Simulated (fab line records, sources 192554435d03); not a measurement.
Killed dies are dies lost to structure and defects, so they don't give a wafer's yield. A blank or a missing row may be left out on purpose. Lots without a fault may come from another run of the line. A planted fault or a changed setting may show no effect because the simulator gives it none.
One fault seen from 3 desks | flow n5_finfet | each desk has only its own numbers; what lay behind them comes last

THE TOOL OWNER'S DESK: rie_diel-02
The tool's own readings at N5_MOL_CONTACT_COAG_VIA_ETCH_46 (etches SiO2 in C4F6/O2, target depth 46 nm, overetch 9.2 nm, time 40 s): means of the sampled wafers that have a number, for each lot that ran on this tool. A lot is out of limits, marked OUT, if its mean lies more than 4 standard deviations from the usual mean; the brackets give that distance. Of its 8 readings 7 are shown: those that lie furthest out on some lot.
Columns: A = bias_w at N5_MOL_CONTACT_COAG_VIA_ETCH_46, usual 454.7 W; B = drypump_motor_current_A at N5_MOL_CONTACT_COAG_VIA_ETCH_46, usual 6.0 A; C = mfc_ar_sccm at N5_MOL_CONTACT_COAG_VIA_ETCH_46, usual 299.9 sccm; D = oes_product_au at N5_MOL_CONTACT_COAG_VIA_ETCH_46, usual 0.72 a.u.; E = rf_vpp_V at N5_MOL_CONTACT_COAG_VIA_ETCH_46, usual 1593 V; F = showerhead_plenum_p_Torr at N5_MOL_CONTACT_COAG_VIA_ETCH_46, usual 2.90 Torr; G = throttle_valve_pct at N5_MOL_CONTACT_COAG_VIA_ETCH_46, usual 40.9 %
lot  | first seen here | A     | B   | C     | D    | E    | F    | G
L556 | day 5 16:59     | 455.3 | 6.0 | 300.2 | 0.68 | 1612 | 2.91 | 40.7
L562 | day 7 01:13     | 454.9 | 6.0 | 300.4 | 0.80 | 1593 | 2.96 | 40.8
L573 | day 9 21:34     | 453.9 | 5.8 | 300.8 | 0.76 | 1585 | 2.93 | 41.1
This desk's finding: nothing out of limits on any of the 3 lots.

THE METROLOGY DESK
What the gauges read, lot by lot, whatever tool the lot ran on: means of the sampled wafers that have a number. A lot is out of limits, marked OUT, if its mean lies more than 4 standard deviations from the usual mean; the brackets give that distance. Of its 11 readings 7 are shown: those that lie furthest out on some lot.
Columns: A = VG_OVL at N5_MOL_CONTACT_COAG_OVL_MEAS_85, usual 0.1 nm; B = IOFF_P at N5_BEOL_M4_RC_MEAS_101, usual 0.22 nA/um; C = ION_P at N5_BEOL_M4_RC_MEAS_101, usual 466 uA/um; D = SS_N at N5_BEOL_M4_RC_MEAS_101, usual 71.5 mV/dec; E = SS_P at N5_BEOL_M4_RC_MEAS_101, usual 73.2 mV/dec; F = VT_N at N5_BEOL_M4_RC_MEAS_101, usual 249 mV; G = VT_P at N5_BEOL_M4_RC_MEAS_101, usual -248.9 mV
lot  | first seen here | A    | B    | C   | D    | E    | F   | G
L556 | day 5 16:23     | 1.1  | 0.21 | 465 | 71.9 | 72.3 | 248 | -250.1
L562 | day 7 00:38     | 0.9  | 0.19 | 462 | 71.1 | 73.3 | 251 | -254.2
L573 | day 9 20:50     | 0.5  | 0.19 | 464 | 71.2 | 73.3 | 249 | -251.4
L576 | day 10 17:49    | 0.1  | 0.23 | 476 | 71.5 | 73.1 | 250 | -248.0
L577 | day 10 22:53    | -0.4 | 0.23 | 464 | 71.7 | 73.0 | 247 | -247.3
This desk's finding: nothing out of limits on any of the 5 lots.

THE DEFECT DESK
What the inspections along the route counted, lot by lot: means of the sampled wafers that have a number. A lot is out of limits, marked OUT, if its mean lies more than 4 standard deviations from the usual mean; the brackets give that distance.
Columns: A = raw_defect_count at N5_MOL_CONTACT_COAG_INSPECT_57, usual 182
lot  | first seen here | A
L556 | day 5 16:26     | 184
L562 | day 7 00:41     | 188
L573 | day 9 20:53     | 204
L576 | day 10 17:52    | 199
L577 | day 10 22:56    | 161
This desk's finding: nothing out of limits on any of the 5 lots.

PUT TOGETHER
The tool owner's desk saw nothing out of limits.
The metrology desk saw nothing out of limits.
The defect desk saw nothing out of limits.

WHAT THE SIMULATOR HAD PUT IN
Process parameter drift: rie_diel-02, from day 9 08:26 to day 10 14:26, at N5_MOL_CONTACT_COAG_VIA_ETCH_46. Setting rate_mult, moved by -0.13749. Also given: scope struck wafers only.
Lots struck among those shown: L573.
